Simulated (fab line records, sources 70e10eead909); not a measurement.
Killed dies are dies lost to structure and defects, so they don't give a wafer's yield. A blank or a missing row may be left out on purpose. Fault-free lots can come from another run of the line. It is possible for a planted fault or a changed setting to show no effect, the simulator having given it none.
fab line records | flow nand-harc
record: lots: 24 wafers: 72 last-day: 33
route steps=1302 shown P_CONTACT@249 P_M0@268 P_M1@303
lots that met no fault: from a run of the same line without faults
start-h: the number of hours between the record's first day and the start of the first shown wafer of the lot | wait-h: time in hours since the lot's previous step | " the same as in the row above | L1.1+2: a single row standing in for several wafers | - value missing, or start not given | * or withheld: withheld | < > ~ a bound
route shown NAME@n: NAME is a module with steps in the file, n the number in the route of the first one | usual: mean/standard deviation of fault-free wafers | same: alike in all rows | chamber/n: place in a boat | sites: each site's reading | _std_site: standard deviation of those values | _edge_site: outer sites' mean less inner sites' | radius-mm: for every site, how far away it sits from the centre of the wafer | mask NAME#n: copy n | behind: the tool/chamber that last shaped the wafer | hold: why the lot was held/for how many hours/how that ended | device: which transistor (n, p or np) failed to switch | end of line: at the end of the route, the tests of the same wafers | a step given without rows: its recipe and nothing more | killed: at the first sort, the dies lost to defects and structure; wafer yield is something else | map: the dies of a wafer, with x for killed, . for not killed, _ for no die there
set.NAME: the run value of the setting; set.NAME@STEP: its run value at that earlier step | model.NAME: the simulator's own value behind a step, which no gauge read
the route's steps for a sample of lots (tables are steps, rows are wafers)
services: a tool's chamber out of use, with start hour (start-h, from the record's first day; less than 0 if before it), hours out, and reason
== steps ==
step: NHARC_P_CONTACT_CMP_24
recipe: t-overpolish-s: 30 target-thk-nm: 200
usual: motor-current-A: 12.1/1.1 overpolish-run-s: 30.001/0.0096 time-to-endpoint-s: 40/3.4
columns lot.wafer tool chamber start-h wait-h motor-current-A overpolish-run-s time-to-endpoint-s
L074.3 cmp-04 0 118.32 0.3 13.2 30.022 43
L074.4 " 2 " " 11.0 29.980 42
L074.5 " 3 " " 12.4 30.011 41
L075.1 cmp-02 2 134.45 0.6 11.3 29.995 38
L075.2 " 3 " " 15.2 30.011 35
L075.5 " 1 " " 11.9 30.004 43
L076.2 cmp-04 2 137.35 0.6 11.5 29.981 43
L076.6 " 0 " " 11.8 30.009 45
L076.5 " 1 " " 10.5 30.001 40
L077.1 cmp-02 0 153.23 0.6 12.1 29.998 39
L077.4 " 2 " " 11.2 29.988 37
L077.5 " 0 " " 12.0 29.996 41
L078.3 cmp-01 0 158.31 0.3 11.4 30.020 42
L078.5 " 3 " " 13.0 29.999 38
L078.6 " 0 " " 11.7 29.991 41
L080.4 cmp-02 2 177.33 0.4 11.9 30.006 38
L080.3 " 0 " " 12.3 30.007 40
L080.6 " 1 " " 12.0 29.999 47
L079.4 cmp-01 2 178.04 0.4 11.9 29.991 38
L079.5 " 0 " " 12.0 30.000 42
L079.6 " 1 " " 12.2 29.991 41
L081.4 cmp-02 3 194.49 0.4 14.4 30.005 36
L081.1 " 0 " " 11.5 30.004 42
L081.5 " 3 " " 14.8 29.999 38
L082.3 cmp-01 3 198.97 0.3 11.8 30.009 41
L082.2 " 0 " " 11.2 29.981 46
L082.1 " 1 " " 12.0 30.013 44
L083.1 cmp-02 1 214.04 0.6 11.9 30.002 44
L083.3 " 0 " " 11.8 29.997 41
L083.6 " 1 " " 12.5 29.999 44
L084.1 cmp-02 2 224.36 0.5 10.4 29.983 37
L084.2 " 0 " " 12.2 29.996 41
L084.5 " 2 " " 11.2 29.998 42
L085.2 cmp-01 0 232.38 0.6 11.7 30.003 43
L085.3 " 1 " " 12.0 29.992 41
L085.6 " 0 " " 11.8 29.988 45
L086.4 cmp-02 0 238.38 0.3 11.7 30.010 44
L086.1 " 1 " " 11.0 30.004 47
L086.6 " 3 " " 15.4 29.989 42
L087.4 cmp-01 3 249.88 0.3 12.6 30.001 42
L087.3 " 0 " " 11.9 29.971 46
L087.6 " 3 " " 12.1 29.995 39
L088.4 cmp-01 2 268.14 0.4 11.5 30.007 36
L088.5 " 3 " " 12.1 29.998 39
L088.6 " 0 " " 11.4 30.001 45
L089.2 cmp-04 2 270.59 0.6 11.6 30.021 39
L089.1 " 3 " " 13.2 30.005 37
L089.4 " 1 " " 10.8 30.002 37
L090.4 cmp-01 1 283.35 0.4 11.6 30.004 41
L090.3 " 2 " " 12.0 30.006 36
L090.5 " 3 " " 12.3 29.990 38
L091.1 cmp-02 2 303.46 0.5 11.2 29.997 31
L091.4 " 3 " " 15.7 30.008 35
L091.5 " 1 " " 12.0 29.982 41
L092.2 cmp-01 1 308.90 0.6 11.4 30.004 45
L092.1 " 2 " " 12.3 29.985 36
L092.3 " 0 " " 12.0 30.015 44
L094.3 cmp-01 1 314.31 0.3 11.3 30.008 41
L094.6 " 1 " " 11.5 29.999 40
L094.5 " 2 " " 11.8 30.012 36
L093.1 cmp-04 3 315.16 0.6 13.1 29.998 34
L093.4 " 0 " " 12.3 30.000 45
L093.5 " 2 " " 11.1 30.010 39
L095.2 cmp-02 0 326.88 0.5 12.3 30.014 38
L095.4 " 2 " " 11.1 30.005 36
L095.6 " 1 " " 11.2 29.998 42
L097.2 cmp-02 1 343.06 0.5 11.8 29.998 45
L097.1 " 0 " " 12.2 30.012 40
L097.6 " 1 " " 11.6 30.001 45
L096.2 cmp-01 2 343.10 0.6 12.3 30.001 35
L096.1 " 0 " " 11.6 29.993 44
L096.5 " 2 " " 11.9 30.000 38
step: NHARC_P_M0_ETCH_15
recipe: target-depth-a: 1500 overetch-a: 150 time-s: 82.5 c4f8-flow-sccm: withheld ar-flow-sccm: 400 rf-w: 600 bias-w: 300 chemistry: C4F8/Ar
usual: oes-product-au: 0.959/0.019 rf-vpp-V: 441.9/2.4
columns lot.wafer tool chamber start-h wait-h oes-product-au rf-hours-counter-h rf-vpp-V
L074.4 rie-diel-08 2 - - 0.962 17 439.9
L074.3 " 3 " " 0.966 19 438.9
L074.5 " 1 " " 0.962 - 442.8
L075.2 rie-diel-08 2 - - 0.974 18 438.1
L075.1 " 0 " " 0.963 16 443.6
L075.5 " 3 " " 0.966 - 437.9
L076.2 rie-diel-08 2 - - 0.976 18 440.3
L076.6 " 3 " " 0.975 - 437.0
L076.5 " 0 " " 0.963 - 443.6
L077.4 rie-diel-08 2 - - 0.949 21 438.3
L077.1 " 0 " " 0.980 20 443.6
L077.5 " 2 " " 0.943 - 440.2
L078.3 rie-diel-04 1 - - 0.911 49 445.9
L078.5 " 3 " " 0.932 - 442.3
L078.6 " 0 " " 0.922 - 443.6
L080.4 rie-diel-08 3 - - 0.975 29 438.0
L080.3 " 0 " " 0.997 25 440.2
L080.6 " 1 " " 0.981 - 443.0
L079.4 rie-diel-08 2 - - 0.982 25 439.4
L079.6 " 0 " " 0.972 - 442.7
L079.5 " 1 " " 0.970 - 442.2
L081.1 rie-diel-07 2 - - 0.944 25 439.5
L081.4 " 3 " " 0.952 30 444.4
L081.5 " 0 " " 0.957 - 442.6
L082.3 rie-diel-04 3 - - 0.950 3 442.6
L082.1 " 0 " " 0.932 3 444.4
L082.2 " 1 " " 0.951 3 443.5
L083.3 rie-diel-04 0 - - 0.981 8 445.3
L083.1 " 1 " " 0.962 9 443.7
L083.6 " 1 " " 0.968 - 444.8
L084.2 rie-diel-08 1 - - 0.929 5 443.1
L084.1 " 2 " " 0.931 4 439.0
L084.5 " 2 " " 0.938 - 438.9
L085.3 rie-diel-04 1 - - 0.951 15 445.4
L085.2 " 2 " " 0.973 13 444.4
L085.6 " 1 " " 0.954 - 445.4
L086.1 rie-diel-07 1 - - 0.936 34 444.2
L086.4 " 2 " " 0.920 34 438.9
L086.6 " 1 " " 0.932 - 445.6
L087.3 rie-diel-08 1 - - 0.968 11 442.3
L087.4 " 0 " " 0.961 11 443.9
L087.6 " 2 " " 0.968 - 438.8
L088.4 rie-diel-08 3 - - 0.967 13 439.3
L088.5 " 1 " " 0.964 - 441.6
L088.6 " 2 " " 0.972 - 437.8
L089.2 rie-diel-04 2 - - 0.970 26 443.2
L089.1 " 3 " " 0.969 28 441.6
L089.4 " 1 " " 0.962 30 444.3
L090.3 rie-diel-08 3 - - 0.964 16 438.2
L090.4 " 1 " " 0.973 18 442.1
L090.5 " 0 " " 0.962 - 443.6
L091.1 rie-diel-07 2 - - 0.971 0 441.3
L091.4 " 3 " " 0.969 0 445.6
L091.5 " 2 " " 0.959 - 439.3
L092.2 rie-diel-08 2 - - 0.986 21 439.5
L092.3 " 3 " " 0.975 20 437.9
L092.1 " 0 " " 0.971 23 444.7
L094.3 rie-diel-08 2 - - 0.965 21 440.7
L094.6 " 3 " " 0.967 - 437.8
L094.5 " 0 " " 0.985 - 443.7
L093.4 rie-diel-08 1 - - 0.986 23 441.5
L093.1 " 3 " " 0.971 21 438.9
L093.5 " 2 " " 0.985 - 437.4
L095.2 rie-diel-07 3 - - 0.944 7 444.6
L095.4 " 1 " " 0.962 7 444.6
L095.6 " 3 " " 0.954 - 445.3
L097.2 rie-diel-04 2 - - 0.919 52 442.1
L097.1 " 1 " " 0.919 58 444.3
L097.6 " 2 " " 0.928 - 441.0
L096.1 rie-diel-04 3 - - 0.942 49 443.2
L096.2 " 2 " " 0.931 52 441.3
L096.5 " 3 " " 0.946 - 442.9
step: NHARC_P_M0_CD_MEAS_16
usual: cd-nm: 90.2/0.8
columns lot.wafer tool chamber start-h wait-h cd-nm
L074.3 cd-sem-02 - 120.10 - 89.2
L074.4 " - " " 90.8
L074.5 " - " " 91.7
L075.1 cd-sem-01 - 136.19 - 90.1
L075.2 " - " " 90.2
L075.5 " - " " 89.2
L076.2 cd-sem-01 - 138.97 - 89.5
L076.5 " - " " 89.7
L076.6 " - " " 89.4
L077.1 cd-sem-02 - 154.87 - 90.8
L077.4 " - " " 90.2
L077.5 " - " " 89.7
L078.3 cd-sem-03 - 160.08 - 90.1
L078.5 " - " " 89.8
L078.6 " - " " 89.9
L080.3 cd-sem-02 - 179.10 - 90.3
L080.4 " - " " 90.3
L080.6 " - " " 91.0
L079.4 cd-sem-03 - 179.85 - 91.8
L079.5 " - " " 89.6
L079.6 " - " " 89.8
L081.1 cd-sem-03 - 197.01 - 89.7
L081.4 " - " " 90.6
L081.5 " - " " 90.4
L082.1 cd-sem-02 - 200.91 - 90.7
L082.2 " - " " 89.2
L082.3 " - " " 90.5
L083.1 cd-sem-01 - 215.82 - 89.7
L083.3 " - " " 89.0
L083.6 " - " " 90.0
L084.1 cd-sem-03 - 226.03 - 90.7
L084.2 " - " " 90.6
L084.5 " - " " 90.3
L085.2 cd-sem-02 - 234.02 - 89.1
L085.3 " - " " 89.3
L085.6 " - " " 89.2
L086.1 cd-sem-02 - 239.99 - 91.8
L086.4 " - " " 89.9
L086.6 " - " " 90.5
L087.3 cd-sem-01 - 251.55 - 90.6
L087.4 " - " " 89.8
L087.6 " - " " 90.6
L088.4 cd-sem-01 - 269.74 - 89.0
L088.5 " - " " 89.5
L088.6 " - " " 89.2
L089.1 cd-sem-01 - 272.38 - 91.0
L089.2 " - " " 91.8
L089.4 " - " " 90.0
L090.3 cd-sem-02 - 284.96 - 91.5
L090.4 " - " " 90.7
L090.5 " - " " 90.0
L091.1 cd-sem-03 - 305.09 - 90.8
L091.4 " - " " 89.7
L091.5 " - " " 89.4
L092.1 cd-sem-02 - 310.70 - 90.8
L092.2 " - " " 90.5
L092.3 " - " " 90.8
L094.3 cd-sem-01 - 316.10 - 90.1
L094.5 " - " " 89.0
L094.6 " - " " 90.4
L093.1 cd-sem-02 - 316.76 - 90.9
L093.4 " - " " 91.7
L093.5 " - " " 90.5
L095.2 cd-sem-03 - 328.69 - 89.7
L095.4 " - " " 90.7
L095.6 " - " " 89.3
L097.1 cd-sem-03 - 344.92 - 88.2
L097.2 " - " " 91.1
L097.6 " - " " 90.0
L096.1 cd-sem-02 - 345.05 - 90.2
L096.2 " - " " 91.4
L096.5 " - " " 90.8
step: NHARC_P_M0_PVD_21
recipe: target-thk-a: 300 chamber-pressure-pa: 5 power-w: 5000 substrate-temp-c: 30 time-s: 20.49 material: Cu
usual: throttle-valve-pct: 29.8/1.2
columns lot.wafer tool chamber start-h wait-h throttle-valve-pct
L074.3 pvd-sputter-03 - - - 28.9
L074.4 " - " " 30.4
L074.5 " - " " 29.8
L075.2 pvd-sputter-02 - - - 28.7
L075.1 " - " " 29.6
L075.5 " - " " 28.3
L076.2 pvd-sputter-02 - - - 28.3
L076.6 " - " " 29.5
L076.5 " - " " 28.4
L077.1 pvd-sputter-02 - - - 29.6
L077.4 " - " " 29.3
L077.5 " - " " 29.5
L078.3 pvd-sputter-02 - - - 30.0
L078.5 " - " " 31.9
L078.6 " - " " 29.2
L080.4 pvd-sputter-02 - - - 29.3
L080.3 " - " " 29.4
L080.6 " - " " 32.0
L079.4 pvd-sputter-02 - - - 29.0
L079.6 " - " " 28.4
L079.5 " - " " 32.0
L081.1 pvd-sputter-01 - - - 29.8
L081.4 " - " " 31.6
L081.5 " - " " 29.7
L082.1 pvd-sputter-02 - - - 28.4
L082.2 " - " " 31.7
L082.3 " - " " 29.2
L083.1 pvd-sputter-01 - - - 31.6
L083.3 " - " " 29.8
L083.6 " - " " 28.5
L084.1 pvd-sputter-03 - - - 28.6
L084.2 " - " " 30.5
L084.5 " - " " 28.7
L085.3 pvd-sputter-02 - - - 32.3
L085.2 " - " " 29.6
L085.6 " - " " 28.1
L086.1 pvd-sputter-01 - - - 32.4
L086.4 " - " " 29.1
L086.6 " - " " 29.9
L087.3 pvd-sputter-03 - - - 30.3
L087.4 " - " " 29.3
L087.6 " - " " 30.4
L088.4 pvd-sputter-01 - - - 29.4
L088.5 " - " " 29.9
L088.6 " - " " 28.8
L089.2 pvd-sputter-01 - - - 29.2
L089.4 " - " " 29.7
L089.1 " - " " 28.8
L090.3 pvd-sputter-03 - - - 30.4
L090.4 " - " " 29.5
L090.5 " - " " 28.7
L091.1 pvd-sputter-03 - - - 30.4
L091.4 " - " " 30.0
L091.5 " - " " 30.4
L092.2 pvd-sputter-03 - - - 29.7
L092.1 " - " " 28.5
L092.3 " - " " 30.4
L094.3 pvd-sputter-03 - - - 30.6
L094.5 " - " " 28.7
L094.6 " - " " 30.2
L093.1 pvd-sputter-01 - - - 29.7
L093.4 " - " " 29.0
L093.5 " - " " 29.8
L095.2 pvd-sputter-01 - - - 28.6
L095.4 " - " " 29.3
L095.6 " - " " 28.6
L097.1 pvd-sputter-01 - - - 29.5
L097.2 " - " " 28.7
L097.6 " - " " 29.7
L096.2 pvd-sputter-03 - - - 30.6
L096.1 " - " " 30.0
L096.5 " - " " 30.4
step: NHARC_P_M1_ETCH_28
recipe: target-depth-a: 300 over-etch-frac: 0.3 time-s: 72.99 ion-energy-ev: 150 cf4-flow-sccm: 50 n2-flow-sccm: 100 ar-flow-sccm: 150 rf-w: 300 bias-w: 100 chemistry: CF4/N2
usual: drypump-motor-current-A: 5.6/0.34 oes-product-au: 1.003/0.011 rf-vpp-V: 313.6/1.6 showerhead-plenum-p-Torr: 2.59/0.082 throttle-valve-pct: 19.796/0.0087
columns lot.wafer tool chamber start-h wait-h drypump-motor-current-A oes-product-au rf-hours-counter-h rf-vpp-V showerhead-plenum-p-Torr throttle-valve-pct
L074.4 rie-diel-09 0 - - 5.4 1.001 8 314.3 2.68 19.799
L074.3 " 3 " " 5.9 0.989 8 316.1 2.72 19.794
L074.5 " 1 " " 5.6 1.011 - 312.3 2.46 19.805
L075.2 rie-diel-10 2 - - 5.5 0.999 6 313.7 2.59 19.793
L075.1 " 3 " " 5.8 0.987 6 311.7 2.56 19.792
L075.5 " 2 " " 5.6 1.003 - 313.3 2.59 19.798
L076.2 rie-diel-01 3 - - 6.3 1.010 37 314.9 2.66 19.790
L076.5 " 3 " " 6.3 1.005 - 316.2 2.66 19.791
L076.6 " 0 " " 5.7 1.017 - 313.0 2.58 19.794
L077.1 rie-diel-09 3 - - 5.9 1.010 1 314.0 2.72 19.792
L077.4 " 0 " " 5.4 0.999 1 316.2 2.68 19.784
L077.5 " 0 " " 5.4 1.003 - 315.1 2.68 19.782
L078.3 rie-diel-09 1 - - 5.5 1.009 1 311.7 2.46 19.811
L078.6 " 1 " " 5.6 1.006 - 311.2 2.46 19.778
L078.5 " 2 " " 6.0 0.995 - 313.3 2.64 19.787
L080.3 rie-diel-01 3 - - 6.3 1.006 53 314.0 2.65 19.786
L080.4 " 2 " " 5.7 1.016 52 314.9 2.66 19.793
L080.6 " 3 " " 6.3 1.016 - 316.1 2.65 19.794
L079.4 rie-diel-10 0 - - 5.3 0.989 11 314.1 2.70 19.796
L079.6 " 3 " " 5.7 0.995 - 314.2 2.56 19.793
L079.5 " 0 " " 5.3 1.002 - 316.1 2.70 19.791
L081.1 rie-diel-10 2 - - 5.6 1.010 12 312.8 2.59 19.809
L081.4 " 3 " " 5.8 0.998 12 312.2 2.56 19.795
L081.5 " 1 " " 5.1 1.016 - 312.9 2.52 19.776
L082.2 rie-diel-10 2 - - 5.6 1.013 12 313.5 2.59 19.795
L082.1 " 0 " " 5.3 0.996 13 316.0 2.70 19.797
L082.3 " 1 " " 5.1 1.026 12 313.3 2.52 19.791
L083.3 rie-diel-09 3 - - 5.9 1.011 4 315.4 2.72 19.784
L083.1 " 1 " " 5.6 1.010 4 310.7 2.46 19.792
L083.6 " 0 " " 5.4 0.999 - 315.5 2.68 19.783
L084.1 rie-diel-10 1 - - 5.1 1.009 14 311.0 2.52 19.801
L084.2 " 3 " " 5.7 0.987 14 313.1 2.55 19.797
L084.5 " 1 " " 5.1 1.014 - 313.8 2.52 19.792
L085.3 rie-diel-10 3 - - 5.8 0.999 16 312.3 2.55 19.784
L085.2 " 0 " " 5.3 0.998 16 315.3 2.70 19.816
L085.6 " 0 " " 5.3 0.998 - 314.5 2.70 19.807
L086.4 rie-diel-01 2 - - 5.7 0.994 8 314.0 2.65 19.795
L086.1 " 3 " " 6.3 0.994 9 314.0 2.65 19.797
L086.6 " 2 " " 5.7 1.004 - 315.4 2.65 19.794
L087.4 rie-diel-10 0 - - 5.3 0.992 0 313.6 2.70 19.804
L087.3 " 2 " " 5.5 1.005 0 313.3 2.59 19.803
L087.6 " 1 " " 5.1 1.005 - 314.0 2.52 19.802
L088.4 rie-diel-10 0 - - 5.3 0.985 2 315.1 2.69 19.786
L088.6 " 2 " " 5.5 0.995 - 313.0 2.59 19.785
L088.5 " 3 " " 5.8 1.010 - 312.8 2.55 19.789
L089.1 rie-diel-10 0 - - 5.3 0.983 2 316.3 2.69 19.787
L089.2 " 1 " " 5.1 1.005 2 312.6 2.52 19.792
L089.4 " 3 " " 5.7 0.997 2 313.4 2.55 19.786
L090.3 rie-diel-09 1 - - 5.6 1.026 7 310.9 2.46 19.784
L090.4 " 2 " " 6.0 0.990 8 314.0 2.63 19.788
L090.5 " 1 " " 5.6 1.022 - 312.1 2.46 19.803
L091.1 rie-diel-01 0 - - 5.7 1.019 29 313.5 2.56 19.812
L091.4 " 3 " " 6.3 1.010 26 314.5 2.64 19.808
L091.5 " 0 " " 5.7 1.017 - 311.9 2.56 19.796
L092.3 rie-diel-10 2 - - 5.6 0.995 4 313.3 2.59 19.802
L092.1 " 0 " " 5.3 0.979 5 314.5 2.69 19.783
L092.2 " 1 " " 5.1 0.994 6 312.3 2.52 19.783
L094.3 rie-diel-10 3 - - 5.8 1.000 4 312.9 2.55 19.809
L094.5 " 1 " " 5.1 1.004 - 311.4 2.52 19.776
L094.6 " 2 " " 5.6 0.999 - 313.1 2.59 19.786
L093.4 rie-diel-10 0 - - 5.3 0.991 6 316.7 2.69 19.815
L093.1 " 3 " " 5.8 0.998 4 312.7 2.55 19.807
L093.5 " 1 " " 5.1 0.991 - 310.6 2.52 19.804
L095.4 rie-diel-09 0 - - 5.4 1.003 0 314.2 2.68 19.796
L095.2 " 3 " " 5.9 1.010 0 315.9 2.71 19.798
L095.6 " 1 " " 5.5 1.008 - 311.6 2.46 19.810
L097.1 rie-diel-01 1 - - 6.2 0.996 39 311.8 2.46 19.788
L097.2 " 2 " " 5.7 1.016 39 314.8 2.64 19.793
L097.6 " 2 " " 5.7 1.007 - 314.0 2.64 19.799
L096.2 rie-diel-09 2 - - 6.0 0.981 1 314.9 2.63 19.789
L096.1 " 0 " " 5.4 1.011 1 315.2 2.68 19.805
L096.5 " 1 " " 5.5 1.002 - 311.5 2.45 19.786
step: NHARC_P_M1_CMP_23
recipe: t-overpolish-s: 20 target-thk-nm: 157.82
usual: motor-current-A: 11.9/0.78 time-to-endpoint-s: 28.5/2.7
columns lot.wafer tool chamber start-h wait-h motor-current-A time-to-endpoint-s
L074.4 cmp-03 3 125.99 - 12.1 27.9
L074.3 " 1 " " 11.6 30.0
L074.5 " 2 " " 10.8 29.0
L075.2 cmp-03 1 142.15 - 11.3 27.7
L075.1 " 2 " " 11.3 32.0
L075.5 " 2 " " 11.4 31.1
L076.2 cmp-04 0 144.82 - 12.6 29.1
L076.6 " 0 " " 12.2 30.5
L076.5 " 1 " " 11.1 33.2
L077.1 cmp-01 1 160.63 - 12.4 28.9
L077.4 " 2 " " 12.0 23.6
L077.5 " 0 " " 11.5 30.8
L078.3 cmp-01 3 165.91 - 11.7 28.0
L078.5 " 3 " " 12.4 28.1
L078.6 " 0 " " 10.9 28.8
L080.4 cmp-04 3 184.94 - 13.1 24.3
L080.3 " 0 " " 12.4 26.4
L080.6 " 0 " " 12.3 27.9
L079.4 cmp-04 3 185.74 - 12.7 25.4
L079.6 " 3 " " 12.3 26.4
L079.5 " 0 " " 11.8 32.9
L081.4 cmp-04 2 202.96 - 10.9 29.9
L081.1 " 3 " " 13.5 26.1
L081.5 " 0 " " 12.2 31.2
L082.3 cmp-01 0 206.76 - 11.4 34.1
L082.2 " 1 " " 12.1 32.3
L082.1 " 2 " " 12.0 28.2
L083.3 cmp-04 0 221.72 - 12.6 32.7
L083.1 " 1 " " 10.5 29.3
L083.6 " 0 " " 12.6 32.1
L084.1 cmp-04 1 231.94 - 10.3 29.3
L084.2 " 3 " " 13.9 29.9
L084.5 " 2 " " 11.7 27.5
L085.3 cmp-01 3 239.83 - 11.7 27.3
L085.2 " 1 " " 11.9 30.4
L085.6 " 2 " " 12.4 24.9
L086.4 cmp-03 3 245.80 - 11.0 28.5
L086.1 " 1 " " 11.0 26.1
L086.6 " 3 " " 12.1 29.1
L087.4 cmp-04 3 257.44 - 13.4 25.3
L087.3 " 1 " " 10.7 22.4
L087.6 " 2 " " 11.4 24.6
L088.4 cmp-04 3 275.62 - 12.9 26.6
L088.6 " 1 " " 11.0 22.6
L088.5 " 2 " " 11.1 23.7
L089.1 cmp-01 2 278.27 - 12.3 28.6
L089.2 " 3 " " 12.7 30.7
L089.4 " 0 " " 11.5 34.5
L090.4 cmp-03 0 290.69 - 12.7 28.2
L090.3 " 2 " " 11.6 29.2
L090.5 " 0 " " 12.4 25.8
L091.4 cmp-03 3 311.00 - 11.2 28.3
L091.1 " 1 " " 11.4 27.2
L091.5 " 3 " " 12.0 27.8
L092.1 cmp-03 2 316.66 - 11.0 32.8
L092.3 " 3 " " 10.8 29.7
L092.2 " 0 " " 13.2 29.8
L094.3 cmp-04 2 322.06 - 11.6 25.2
L094.5 " 3 " " 13.0 23.0
L094.6 " 0 " " 12.7 27.4
L093.1 cmp-01 1 322.67 - 12.2 30.4
L093.4 " 0 " " 11.5 33.7
L093.5 " 1 " " 12.1 32.3
L095.4 cmp-01 0 334.71 - 10.5 35.0
L095.2 " 1 " " 11.9 31.4
L095.6 " 2 " " 11.9 25.2
L097.1 cmp-01 2 350.89 - 11.8 21.7
L097.2 " 3 " " 11.7 29.4
L097.6 " 0 " " 11.5 29.1
L096.2 cmp-04 0 351.09 - 12.6 30.2
L096.1 " 1 " " 10.4 30.1
L096.5 " 0 " " 12.8 29.0
== services ==
columns tool chamber start-h hours kind
cmp-04 - 106.06 2.7 repair
cmp-01 - 108.57 0.3 repair
cmp-04 - 111.07 4.0 pm
rie-diel-10 0 111.72 4.1 repair
cmp-02 - 116.39 1.9 repair
rie-diel-10 2 118.51 4.3 repair
cmp-01 - 118.78 4.0 pm
cmp-04 - 120.80 0.5 repair
cmp-02 - 135.95 4.0 pm
cmp-02 - 179.38 1.3 repair
rie-diel-08 - 190.80 9.0 pm
cmp-04 - 205.41 3.3 repair
cmp-04 - 209.07 4.0 pm
cmp-01 - 216.82 4.0 pm
rie-diel-08 3 229.06 4.1 repair
cmp-04 - 241.42 1.3 repair
rie-diel-10 - 242.50 9.0 pm
rie-diel-10 - 262.75 0.5 repair
cmp-04 - 301.89 1.9 repair
cmp-04 - 307.07 4.0 pm
rie-diel-10 3 313.89 4.2 repair
cmp-01 - 314.82 4.0 pm
rie-diel-08 1 320.05 12.0 repair
rie-diel-08 0 323.71 1.2 repair
== key ==
fault none
